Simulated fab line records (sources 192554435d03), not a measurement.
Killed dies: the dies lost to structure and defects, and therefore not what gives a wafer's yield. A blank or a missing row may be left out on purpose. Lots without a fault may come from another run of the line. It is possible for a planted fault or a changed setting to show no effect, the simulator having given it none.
Which of the tools did it? / flow n5 finfet / Sampling: 24 lots, 72 wafers, 4 of 1938 route steps

== WHAT EACH GAUGE READ, for each wafer ==
N5_HKMG_FIN_OVL_MEAS_50. Usual: for NDIPOLE_OVL the level is 0.0 nm and the standard deviation is 0.73.
lot=L074; measured=day 3 23:41; on=overlay-02; NDIPOLE_OVL (nm)=0.2 1.5 1.5; flag=
lot=L075; measured=day 4 09:11; on=overlay-02; NDIPOLE_OVL (nm)=-0.2 -0.6 -0.1; flag=
lot=L076; measured=day 4 14:34; on=overlay-01; NDIPOLE_OVL (nm)=0.8 -0.2 1.2; flag=
lot=L077; measured=day 4 18:21; on=overlay-02; NDIPOLE_OVL (nm)=1.1 -0.2 0.3; flag=
lot=L078; measured=day 4 21:03; on=overlay-02; NDIPOLE_OVL (nm)=0.7 -1.0 -0.3; flag=
lot=L079; measured=day 5 08:00; on=overlay-01; NDIPOLE_OVL (nm)=0.3 1.2 0.4; flag=
lot=L080; measured=day 5 11:13; on=overlay-02; NDIPOLE_OVL (nm)=0.2 -0.2 0.2; flag=
lot=L081; measured=day 5 19:16; on=overlay-02; NDIPOLE_OVL (nm)=-0.1 -0.4 0.4; flag=
lot=L082; measured=day 6 01:10; on=overlay-02; NDIPOLE_OVL (nm)=-1.6 -1.7 -1.2; flag=
lot=L083; measured=day 6 06:22; on=overlay-02; NDIPOLE_OVL (nm)=0.8 1.2 -0.8; flag=
lot=L084; measured=day 6 10:35; on=overlay-02; NDIPOLE_OVL (nm)=-0.9 -0.7 -0.3; flag=
lot=L085; measured=day 6 17:53; on=overlay-02; NDIPOLE_OVL (nm)=-1.0 -0.4 -0.7; flag=
lot=L086; measured=day 7 03:47; on=overlay-01; NDIPOLE_OVL (nm)=-0.4 0.5 0.2; flag=
lot=L087; measured=day 7 06:39; on=overlay-01; NDIPOLE_OVL (nm)=-0.4 -0.9 -0.5; flag=
lot=L088; measured=day 7 12:56; on=overlay-01; NDIPOLE_OVL (nm)=0.1 -0.8 -0.9; flag=
lot=L089; measured=day 7 20:43; on=overlay-02; NDIPOLE_OVL (nm)=0.1 0.2 1.0; flag=
lot=L090; measured=day 7 22:08; on=overlay-01; NDIPOLE_OVL (nm)=-0.1 -0.7 -1.1; flag=
lot=L091; measured=day 9 02:55; on=overlay-02; NDIPOLE_OVL (nm)=0.6 -0.9 0.5; flag=
lot=L092; measured=day 9 03:29; on=overlay-01; NDIPOLE_OVL (nm)=0.0 0.1 -0.4; flag=
lot=L093; measured=day 9 04:20; on=overlay-01; NDIPOLE_OVL (nm)=-0.1 1.2 0.9; flag=
lot=L096; measured=day 10 22:06; on=overlay-02; NDIPOLE_OVL (nm)=-0.8 -0.6 -1.1; flag=
lot=L095; measured=day 10 22:36; on=overlay-01; NDIPOLE_OVL (nm)=0.2 -0.3 -0.5; flag=
lot=L094; measured=day 11 00:30; on=overlay-01; NDIPOLE_OVL (nm)=-0.2 -0.9 -0.6; flag=
lot=L097; measured=day 11 01:19; on=overlay-02; NDIPOLE_OVL (nm)=0.2 0.8 0.4; flag=

N5_HKMG_FIN_THK_MEAS_70: measures by xrf. Usual: for HK_THK the level is 1.599 nm and the standard deviation is 0.021.
lot=L074; measured=day 4 02:09; on=film metro-02; HK_THK (nm)=1.577 1.615 1.590; flag=
lot=L075; measured=day 4 11:50; on=film metro-01; HK_THK (nm)=1.603 1.594 1.614; flag=
lot=L076; measured=day 4 17:02; on=film metro-01; HK_THK (nm)=1.586 1.586 1.604; flag=
lot=L077; measured=day 4 20:56; on=film metro-01; HK_THK (nm)=1.607 1.588 1.601; flag=
lot=L078; measured=day 4 23:35; on=film metro-02; HK_THK (nm)=1.625 1.607 1.580; flag=
lot=L079; measured=day 5 10:34; on=film metro-02; HK_THK (nm)=1.627 1.606 1.568; flag=
lot=L080; measured=day 5 13:41; on=film metro-02; HK_THK (nm)=1.583 1.566 1.649; flag=
lot=L081; measured=day 5 21:48; on=film metro-02; HK_THK (nm)=1.570 1.588 1.571; flag=
lot=L082; measured=day 6 03:58; on=film metro-01; HK_THK (nm)=1.597 1.612 1.607; flag=
lot=L083; measured=day 6 09:19; on=film metro-02; HK_THK (nm)=1.622 1.653 1.581; flag=
lot=L084; measured=day 6 13:14; on=film metro-02; HK_THK (nm)=1.608 1.595 1.650; flag=
lot=L085; measured=day 6 20:24; on=film metro-02; HK_THK (nm)=1.568 1.626 1.621; flag=
lot=L086; measured=day 7 06:14; on=film metro-01; HK_THK (nm)=1.608 1.595 1.608; flag=
lot=L087; measured=day 7 09:11; on=film metro-01; HK_THK (nm)=1.565 1.578 1.573; flag=
lot=L088; measured=day 7 15:24; on=film metro-01; HK_THK (nm)=1.578 1.599 1.598; flag=
lot=L089; measured=day 7 23:14; on=film metro-02; HK_THK (nm)=1.631 1.595 1.646; flag=
lot=L090; measured=day 8 00:37; on=film metro-01; HK_THK (nm)=1.579 1.593 1.562; flag=
lot=L091; measured=day 9 05:23; on=film metro-02; HK_THK (nm)=1.659 1.558 1.588; flag=
lot=L092; measured=day 9 05:57; on=film metro-01; HK_THK (nm)=1.577 1.581 1.593; flag=
lot=L093; measured=day 9 06:55; on=film metro-02; HK_THK (nm)=1.576 1.576 1.599; flag=
lot=L096; measured=day 11 00:34; on=film metro-01; HK_THK (nm)=1.581 1.600 1.606; flag=
lot=L095; measured=day 11 01:22; on=film metro-01; HK_THK (nm)=1.593 1.583 1.604; flag=
lot=L094; measured=day 11 02:59; on=film metro-01; HK_THK (nm)=1.589 1.606 1.600; flag=
lot=L097; measured=day 11 04:17; on=film metro-02; HK_THK (nm)=1.628 1.601 1.600; flag=

== TOOL THAT RAN EACH LOT (tool first, then ch and the chambers of the sampled wafers, then the start) ==
lot=L074; N5_SDB_ETCH_25=rie diel-04 ch 0,1,3, day 3 18:11; N5_HKMG_FIN_STRIP_60=plasma asher-02 ch 0,1, day 4 00:38
lot=L075; N5_SDB_ETCH_25=rie diel-04 ch 0,2,3, day 4 04:07; N5_HKMG_FIN_STRIP_60=plasma asher-01 ch 0,1, day 4 10:16
lot=L076; N5_SDB_ETCH_25=rie diel-04 ch 0,1,3, day 4 09:00; N5_HKMG_FIN_STRIP_60=plasma asher-01 ch 0,1, day 4 15:29
lot=L077; N5_SDB_ETCH_25=rie diel-01 ch 0,1,3, day 4 13:27; N5_HKMG_FIN_STRIP_60=plasma asher-01 ch 0,1, day 4 19:17
lot=L078; N5_SDB_ETCH_25=rie diel-04 ch 1,2,3, day 4 16:10; N5_HKMG_FIN_STRIP_60=plasma asher-02 ch 0, day 4 21:59
lot=L079; N5_SDB_ETCH_25=rie diel-06 ch 1,2, day 5 02:51; N5_HKMG_FIN_STRIP_60=plasma asher-01 ch 0,1, day 5 09:04
lot=L080; N5_SDB_ETCH_25=rie diel-06 ch 0,2,3, day 5 06:20; N5_HKMG_FIN_STRIP_60=plasma asher-02 ch 0,1, day 5 12:16
lot=L081; N5_SDB_ETCH_25=rie diel-01 ch 1,2,3, day 5 14:18; N5_HKMG_FIN_STRIP_60=plasma asher-02 ch 0,1, day 5 20:16
lot=L082; N5_SDB_ETCH_25=rie diel-01 ch 0,1,2, day 5 20:17; N5_HKMG_FIN_STRIP_60=plasma asher-01 ch 0,1, day 6 02:12
lot=L083; N5_SDB_ETCH_25=rie diel-04 ch 0,3, day 6 01:36; N5_HKMG_FIN_STRIP_60=plasma asher-01 ch 0,1, day 6 07:47
lot=L084; N5_SDB_ETCH_25=rie diel-04 ch 1,3, day 6 05:41; N5_HKMG_FIN_STRIP_60=plasma asher-02 ch 0,1, day 6 11:31
lot=L085; N5_SDB_ETCH_25=rie diel-04 ch 1,2,3, day 6 13:00; N5_HKMG_FIN_STRIP_60=plasma asher-02 ch 0,1, day 6 18:49
lot=L086; N5_SDB_ETCH_25=rie diel-01 ch 1,2,3, day 6 22:37; N5_HKMG_FIN_STRIP_60=plasma asher-01 ch 0,1, day 7 04:43
lot=L087; N5_SDB_ETCH_25=rie diel-04 ch 1,2, day 7 01:02; N5_HKMG_FIN_STRIP_60=plasma asher-01 ch 1, day 7 07:35
lot=L088; N5_SDB_ETCH_25=rie diel-04 ch 0,2,3, day 7 07:43; N5_HKMG_FIN_STRIP_60=plasma asher-01 ch 0,1, day 7 13:52
lot=L089; N5_SDB_ETCH_25=rie diel-06 ch 0,3, day 7 15:35; N5_HKMG_FIN_STRIP_60=plasma asher-01 ch 0,1, day 7 21:40
lot=L090; N5_SDB_ETCH_25=rie diel-01 ch 0,2,3, day 7 16:52; N5_HKMG_FIN_STRIP_60=plasma asher-01 ch 0,1, day 7 23:06
lot=L091; N5_SDB_ETCH_25=rie diel-06 ch 0,2, day 8 19:34; N5_HKMG_FIN_STRIP_60=plasma asher-02 ch 0,1, day 9 03:52
lot=L092; N5_SDB_ETCH_25=rie diel-06 ch 2,3, day 8 20:39; N5_HKMG_FIN_STRIP_60=plasma asher-01 ch 0,1, day 9 04:26
lot=L093; N5_SDB_ETCH_25=rie diel-06 ch 0,1,2, day 8 22:49; N5_HKMG_FIN_STRIP_60=plasma asher-02 ch 1, day 9 05:16
lot=L096; N5_SDB_ETCH_25=rie diel-06 ch 0,1,2, day 10 16:16; N5_HKMG_FIN_STRIP_60=plasma asher-01 ch 0,1, day 10 23:02
lot=L095; N5_SDB_ETCH_25=rie diel-06 ch 0,2,3, day 10 17:42; N5_HKMG_FIN_STRIP_60=plasma asher-02 ch 0,1, day 10 23:49
lot=L094; N5_SDB_ETCH_25=rie diel-06 ch 1,2,3, day 10 18:32; N5_HKMG_FIN_STRIP_60=plasma asher-02 ch 0,1, day 11 01:26
lot=L097; N5_SDB_ETCH_25=rie diel-04 ch 1,2, day 10 20:32; N5_HKMG_FIN_STRIP_60=plasma asher-01 ch 0,1, day 11 02:53
- N5_SDB_ETCH_25: etches SiO2 in C4F6/O2, target depth 10 nm, time 3.3 s.
- N5_HKMG_FIN_STRIP_60: strips in N2/H2, time 360 s.

== WHAT THE TOOLS THEMSELVES READ (means of the sampled wafers that have a number; where no wafer has one, the mark that the record gives instead) ==
N5_SDB_ETCH_25. Usual: C4F6_flow_sccm 10.001 sccm, standard deviation 0.026; bias w 185.0 W, standard deviation 0.52; chamber pressure mTorr 30.000 mTorr, standard deviation 0.028; drypump motor current A 5.7 A, standard deviation 0.43; oes product au 0.79 a.u., standard deviation 0.062; rf vpp V 668 V, standard deviation 9.2; showerhead plenum p Torr 2.89 Torr, standard deviation 0.071; throttle valve pct 21.17 %, standard deviation 0.24.
lot=L074; tool=rie diel-04; C4F6_flow_sccm (sccm)=10.005; bias w (W)=185.1; chamber pressure mTorr (mTorr)=29.965; drypump motor current A (A)=6.1; oes product au (a.u.)=0.79; rf vpp V (V)=663; showerhead plenum p Torr (Torr)=2.85; throttle valve pct (%)=20.99; flag=
lot=L075; tool=rie diel-04; C4F6_flow_sccm (sccm)=9.992; bias w (W)=185.1; chamber pressure mTorr (mTorr)=30.024; drypump motor current A (A)=6.1; oes product au (a.u.)=0.74; rf vpp V (V)=667; showerhead plenum p Torr (Torr)=2.86; throttle valve pct (%)=21.28; flag=
lot=L076; tool=rie diel-04; C4F6_flow_sccm (sccm)=10.017; bias w (W)=185.2; chamber pressure mTorr (mTorr)=29.995; drypump motor current A (A)=6.1; oes product au (a.u.)=0.77; rf vpp V (V)=663; showerhead plenum p Torr (Torr)=2.84; throttle valve pct (%)=21.01; flag=
lot=L077; tool=rie diel-01; C4F6_flow_sccm (sccm)=10.004; bias w (W)=184.9; chamber pressure mTorr (mTorr)=30.007; drypump motor current A (A)=5.7; oes product au (a.u.)=0.86; rf vpp V (V)=671; showerhead plenum p Torr (Torr)=2.92; throttle valve pct (%)=21.21; flag=
lot=L078; tool=rie diel-04; C4F6_flow_sccm (sccm)=9.993; bias w (W)=185.2; chamber pressure mTorr (mTorr)=30.003; drypump motor current A (A)=5.7; oes product au (a.u.)=0.78; rf vpp V (V)=670; showerhead plenum p Torr (Torr)=2.92; throttle valve pct (%)=21.09; flag=
lot=L079; tool=rie diel-06; C4F6_flow_sccm (sccm)=9.991; bias w (W)=185.3; chamber pressure mTorr (mTorr)=29.985; drypump motor current A (A)=5.3; oes product au (a.u.)=0.79; rf vpp V (V)=676; showerhead plenum p Torr (Torr)=2.94; throttle valve pct (%)=21.07; flag=
lot=L080; tool=rie diel-06; C4F6_flow_sccm (sccm)=10.012; bias w (W)=184.7; chamber pressure mTorr (mTorr)=30.032; drypump motor current A (A)=5.6; oes product au (a.u.)=0.76; rf vpp V (V)=663; showerhead plenum p Torr (Torr)=2.88; throttle valve pct (%)=21.14; flag=
lot=L081; tool=rie diel-01; C4F6_flow_sccm (sccm)=10.008; bias w (W)=185.1; chamber pressure mTorr (mTorr)=29.973; drypump motor current A (A)=5.9; oes product au (a.u.)=0.84; rf vpp V (V)=667; showerhead plenum p Torr (Torr)=2.85; throttle valve pct (%)=21.26; flag=
lot=L082; tool=rie diel-01; C4F6_flow_sccm (sccm)=9.996; bias w (W)=184.6; chamber pressure mTorr (mTorr)=29.979; drypump motor current A (A)=5.9; oes product au (a.u.)=0.87; rf vpp V (V)=669; showerhead plenum p Torr (Torr)=2.89; throttle valve pct (%)=21.20; flag=
lot=L083; tool=rie diel-04; C4F6_flow_sccm (sccm)=9.985; bias w (W)=185.0; chamber pressure mTorr (mTorr)=30.017; drypump motor current A (A)=6.5; oes product au (a.u.)=0.74; rf vpp V (V)=670; showerhead plenum p Torr (Torr)=2.86; throttle valve pct (%)=21.06; flag=
lot=L084; tool=rie diel-04; C4F6_flow_sccm (sccm)=9.989; bias w (W)=185.4; chamber pressure mTorr (mTorr)=29.991; drypump motor current A (A)=6.1; oes product au (a.u.)=0.78; rf vpp V (V)=670; showerhead plenum p Torr (Torr)=2.92; throttle valve pct (%)=20.87; flag=
lot=L085; tool=rie diel-04; C4F6_flow_sccm (sccm)=10.040; bias w (W)=185.0; chamber pressure mTorr (mTorr)=29.983; drypump motor current A (A)=5.7; oes product au (a.u.)=0.76; rf vpp V (V)=670; showerhead plenum p Torr (Torr)=2.91; throttle valve pct (%)=21.09; flag=
lot=L086; tool=rie diel-01; C4F6_flow_sccm (sccm)=10.026; bias w (W)=184.7; chamber pressure mTorr (mTorr)=30.005; drypump motor current A (A)=5.9; oes product au (a.u.)=0.82; rf vpp V (V)=667; showerhead plenum p Torr (Torr)=2.84; throttle valve pct (%)=21.27; flag=
lot=L087; tool=rie diel-04; C4F6_flow_sccm (sccm)=9.985; bias w (W)=184.8; chamber pressure mTorr (mTorr)=30.005; drypump motor current A (A)=5.4; oes product au (a.u.)=0.75; rf vpp V (V)=668; showerhead plenum p Torr (Torr)=2.91; throttle valve pct (%)=21.33; flag=
lot=L088; tool=rie diel-04; C4F6_flow_sccm (sccm)=10.000; bias w (W)=184.7; chamber pressure mTorr (mTorr)=29.984; drypump motor current A (A)=6.1; oes product au (a.u.)=0.81; rf vpp V (V)=671; showerhead plenum p Torr (Torr)=2.97; throttle valve pct (%)=21.19; flag=
lot=L089; tool=rie diel-06; C4F6_flow_sccm (sccm)=9.991; bias w (W)=184.8; chamber pressure mTorr (mTorr)=29.982; drypump motor current A (A)=5.9; oes product au (a.u.)=0.75; rf vpp V (V)=655; showerhead plenum p Torr (Torr)=2.83; throttle valve pct (%)=21.26; flag=
lot=L090; tool=rie diel-01; C4F6_flow_sccm (sccm)=10.013; bias w (W)=184.8; chamber pressure mTorr (mTorr)=30.007; drypump motor current A (A)=5.9; oes product au (a.u.)=0.83; rf vpp V (V)=669; showerhead plenum p Torr (Torr)=2.88; throttle valve pct (%)=21.30; flag=
lot=L091; tool=rie diel-06; C4F6_flow_sccm (sccm)=10.009; bias w (W)=185.5; chamber pressure mTorr (mTorr)=30.003; drypump motor current A (A)=5.4; oes product au (a.u.)=0.73; rf vpp V (V)=666; showerhead plenum p Torr (Torr)=2.91; throttle valve pct (%)=21.13; flag=
lot=L092; tool=rie diel-06; C4F6_flow_sccm (sccm)=9.967; bias w (W)=184.6; chamber pressure mTorr (mTorr)=30.015; drypump motor current A (A)=5.4; oes product au (a.u.)=0.74; rf vpp V (V)=669; showerhead plenum p Torr (Torr)=2.92; throttle valve pct (%)=21.08; flag=
lot=L093; tool=rie diel-06; C4F6_flow_sccm (sccm)=10.008; bias w (W)=185.0; chamber pressure mTorr (mTorr)=29.994; drypump motor current A (A)=5.6; oes product au (a.u.)=0.77; rf vpp V (V)=668; showerhead plenum p Torr (Torr)=2.88; throttle valve pct (%)=21.18; flag=
lot=L096; tool=rie diel-06; C4F6_flow_sccm (sccm)=9.984; bias w (W)=184.9; chamber pressure mTorr (mTorr)=30.026; drypump motor current A (A)=5.6; oes product au (a.u.)=0.76; rf vpp V (V)=668; showerhead plenum p Torr (Torr)=2.88; throttle valve pct (%)=21.21; flag=
lot=L095; tool=rie diel-06; C4F6_flow_sccm (sccm)=10.007; bias w (W)=185.3; chamber pressure mTorr (mTorr)=29.993; drypump motor current A (A)=5.7; oes product au (a.u.)=0.74; rf vpp V (V)=662; showerhead plenum p Torr (Torr)=2.87; throttle valve pct (%)=21.19; flag=
lot=L094; tool=rie diel-06; C4F6_flow_sccm (sccm)=9.992; bias w (W)=185.5; chamber pressure mTorr (mTorr)=30.035; drypump motor current A (A)=5.6; oes product au (a.u.)=0.77; rf vpp V (V)=671; showerhead plenum p Torr (Torr)=2.89; throttle valve pct (%)=21.14; flag=
lot=L097; tool=rie diel-04; C4F6_flow_sccm (sccm)=10.007; bias w (W)=184.6; chamber pressure mTorr (mTorr)=30.007; drypump motor current A (A)=5.4; oes product au (a.u.)=0.73; rf vpp V (V)=666; showerhead plenum p Torr (Torr)=2.90; throttle valve pct (%)=21.36; flag=

N5_HKMG_FIN_STRIP_60. Usual: drypump motor current A 5.95 A, standard deviation 0.2; heater power w 473 W, standard deviation 47.
lot=L074; tool=plasma asher-02; drypump motor current A (A)=5.86; heater power w (W)=504; flag=
lot=L075; tool=plasma asher-01; drypump motor current A (A)=6.08; heater power w (W)=447; flag=
lot=L076; tool=plasma asher-01; drypump motor current A (A)=6.10; heater power w (W)=450; flag=
lot=L077; tool=plasma asher-01; drypump motor current A (A)=6.09; heater power w (W)=445; flag=
lot=L078; tool=plasma asher-02; drypump motor current A (A)=5.92; heater power w (W)=457; flag=
lot=L079; tool=plasma asher-01; drypump motor current A (A)=6.11; heater power w (W)=443; flag=
lot=L080; tool=plasma asher-02; drypump motor current A (A)=5.88; heater power w (W)=494; flag=
lot=L081; tool=plasma asher-02; drypump motor current A (A)=5.80; heater power w (W)=524; flag=
lot=L082; tool=plasma asher-01; drypump motor current A (A)=6.13; heater power w (W)=447; flag=
lot=L083; tool=plasma asher-01; drypump motor current A (A)=5.97; heater power w (W)=435; flag=
lot=L084; tool=plasma asher-02; drypump motor current A (A)=5.80; heater power w (W)=527; flag=
lot=L085; tool=plasma asher-02; drypump motor current A (A)=5.80; heater power w (W)=540; flag=
lot=L086; tool=plasma asher-01; drypump motor current A (A)=6.00; heater power w (W)=438; flag=
lot=L087; tool=plasma asher-01; drypump motor current A (A)=6.22; heater power w (W)=455; flag=
lot=L088; tool=plasma asher-01; drypump motor current A (A)=6.10; heater power w (W)=440; flag=
lot=L089; tool=plasma asher-01; drypump motor current A (A)=6.10; heater power w (W)=448; flag=
lot=L090; tool=plasma asher-01; drypump motor current A (A)=5.97; heater power w (W)=436; flag=
lot=L091; tool=plasma asher-02; drypump motor current A (A)=5.85; heater power w (W)=500; flag=
lot=L092; tool=plasma asher-01; drypump motor current A (A)=5.98; heater power w (W)=442; flag=
lot=L093; tool=plasma asher-02; drypump motor current A (A)=5.74; heater power w (W)=559; flag=
lot=L096; tool=plasma asher-01; drypump motor current A (A)=5.97; heater power w (W)=434; flag=
lot=L095; tool=plasma asher-02; drypump motor current A (A)=5.78; heater power w (W)=533; flag=
lot=L094; tool=plasma asher-02; drypump motor current A (A)=5.81; heater power w (W)=531; flag=
lot=L097; tool=plasma asher-01; drypump motor current A (A)=5.99; heater power w (W)=437; flag=

== THE ANSWER, worked out from the rows above alone ==
Rule: a lot is off if the mean of its wafers that have a number lies more than 3 standard deviations from the usual mean. Also off: a lot with no number at a reading for which 4 or more lots have one. All remaining lots with rows at the step are treated as sound. The gauges are gone through in route order, then the tools' own readings, and for those a lot's mean is taken as printed above. The first step at which some lot is off is used, and at that step the reading that is off furthest; a lot without a number counts as furthest.
Across all readings shown, no lot is off: no conclusion can be drawn from this.

== WHAT HAD BEEN PUT IN BY THE SIMULATOR ==
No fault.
